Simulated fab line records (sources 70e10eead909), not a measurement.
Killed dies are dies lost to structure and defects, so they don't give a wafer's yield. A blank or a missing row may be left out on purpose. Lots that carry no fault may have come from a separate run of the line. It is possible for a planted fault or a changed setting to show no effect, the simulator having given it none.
Which tool did it? || flow nandHarc || Sampling: 6 lots, 18 wafers, 5 of 1302 route steps

== WHAT EACH GAUGE READ, for each wafer ==
NHARC_END_SORT_01.
{"lot": "L537", "measured": "day 25 01:58", "on": "prober-02", "killedAtArray": "53 47 54"}
{"lot": "L539", "measured": "day 26 16:48", "on": "prober-01", "killedAtArray": "23 16 16"}
{"lot": "L550", "measured": "day 31 01:32", "on": "prober-01", "killedAtArray": "673 675 670"}
{"lot": "L552", "measured": "day 31 07:44", "on": "prober-01", "killedAtArray": "80 77 68"}
{"lot": "L553", "measured": "day 32 04:54", "on": "prober-02", "killedAtArray": "59 53 64"}
{"lot": "L556", "measured": "day 33 11:07", "on": "prober-02", "killedAtArray": "23 26 21"}

== WHAT TOOL EACH LOT RAN ON (gives the tool, then ch and the chambers of the sampled wafers, and finally the start) ==
{"lot": "L537", "NHARC_A_CHANNEL_FILL_D2_ETCHBACK_19": "rieSi-06 ch 0,2,3, day 15 14:25", "NHARC_A_CHANNEL_FILL_D2_ETCHBACK_20": "rieDiel-11 ch 0,1,3, day 15 14:32", "NHARC_A_CHANNEL_FILL_D2_ALD_25": "aldHk-02 ch 0,1,3, day 16 02:27", "NHARC_A_CHANNEL_FILL_D2_CMP_10": "cmp-01 ch 1,2,3, day 16 13:44"}
{"lot": "L539", "NHARC_A_CHANNEL_FILL_D2_ETCHBACK_19": "rieSi-04 ch 2,3, day 16 09:35", "NHARC_A_CHANNEL_FILL_D2_ETCHBACK_20": "rieDiel-13 ch 0,1,3, day 16 09:42", "NHARC_A_CHANNEL_FILL_D2_ALD_25": "aldHk-01 ch 0,1,2, day 16 22:22", "NHARC_A_CHANNEL_FILL_D2_CMP_10": "cmp-03 ch 0,3, day 17 09:44"}
{"lot": "L550", "NHARC_A_CHANNEL_FILL_D2_ETCHBACK_19": "rieSi-06 ch 0,3, day 20 21:40", "NHARC_A_CHANNEL_FILL_D2_ETCHBACK_20": "rieDiel-11 ch 0,1,3, day 20 21:49", "NHARC_A_CHANNEL_FILL_D2_ALD_25": "aldHk-04 ch 0,1,3, day 21 11:06", "NHARC_A_CHANNEL_FILL_D2_CMP_10": "cmp-01 ch 0,2,3, day 21 21:21"}
{"lot": "L552", "NHARC_A_CHANNEL_FILL_D2_ETCHBACK_19": "rieSi-06 ch 0,3, day 21 10:19", "NHARC_A_CHANNEL_FILL_D2_ETCHBACK_20": "rieDiel-09 ch 0,1,3, day 21 10:27", "NHARC_A_CHANNEL_FILL_D2_ALD_25": "aldHk-04 ch 0,3, day 22 01:02", "NHARC_A_CHANNEL_FILL_D2_CMP_10": "cmp-01 ch 2,3, day 22 12:16"}
{"lot": "L553", "NHARC_A_CHANNEL_FILL_D2_ETCHBACK_19": "rieSi-04 ch 1,2,3, day 22 02:58", "NHARC_A_CHANNEL_FILL_D2_ETCHBACK_20": "rieDiel-11 ch 0,1,3, day 22 03:04", "NHARC_A_CHANNEL_FILL_D2_ALD_25": "aldHk-01 ch 0,2,3, day 22 15:25", "NHARC_A_CHANNEL_FILL_D2_CMP_10": "cmp-01 ch 0,1, day 23 02:14"}
{"lot": "L556", "NHARC_A_CHANNEL_FILL_D2_ETCHBACK_19": "rieSi-06 ch 0,1,3, day 23 13:05", "NHARC_A_CHANNEL_FILL_D2_ETCHBACK_20": "rieDiel-11 ch 0,1,2, day 23 13:11", "NHARC_A_CHANNEL_FILL_D2_ALD_25": "aldHk-01 ch 1,2,3, day 24 02:55", "NHARC_A_CHANNEL_FILL_D2_CMP_10": "cmp-04 ch 1,2,3, day 24 13:06"}
- NHARC_A_CHANNEL_FILL_D2_ETCHBACK_19: etches the open film in HBr/Cl2, target depth 5 nm, time 1.7 s.
- NHARC_A_CHANNEL_FILL_D2_ETCHBACK_20: etches the open film in C4F8/O2/Ar, target depth 27 nm, time 13.5 s.
- NHARC_A_CHANNEL_FILL_D2_ALD_25: deposits SiOx, target thk 60 nm, pulse time 10 s, ald cycles 600.
- NHARC_A_CHANNEL_FILL_D2_CMP_10: polishes, target thk 150 nm.

== THE ANSWER, worked out from the rows above alone ==
Rule: usual is defined by the lots themselves. Put in order of their means at a reading, lots are off if they are a third of the lots or fewer, leave a main group of 4 or more, and stand apart from it by a gap of 3 or more times the standard deviation of the main group's means; of several such gaps the widest counts. A main group whose means are all the same, to the digits that the tables above print for the reading, isn't used. A lot without any number at a reading at which 4 lots or more have one is off too. Where the step has rows for the other lots, those lots are counted as sound.
Off, at NHARC_END_SORT_01 on killedAtArray: L550. The main group has a mean of 45 with a standard deviation of 21.
A tool fits if, at a process step before that reading, it ran every lot that is off, and no sound lot after the first of them. The gauges at NHARC_END_SORT_01 are tried like those tools. None of those tried fits.

== WHAT THE SIMULATOR PUT IN ==
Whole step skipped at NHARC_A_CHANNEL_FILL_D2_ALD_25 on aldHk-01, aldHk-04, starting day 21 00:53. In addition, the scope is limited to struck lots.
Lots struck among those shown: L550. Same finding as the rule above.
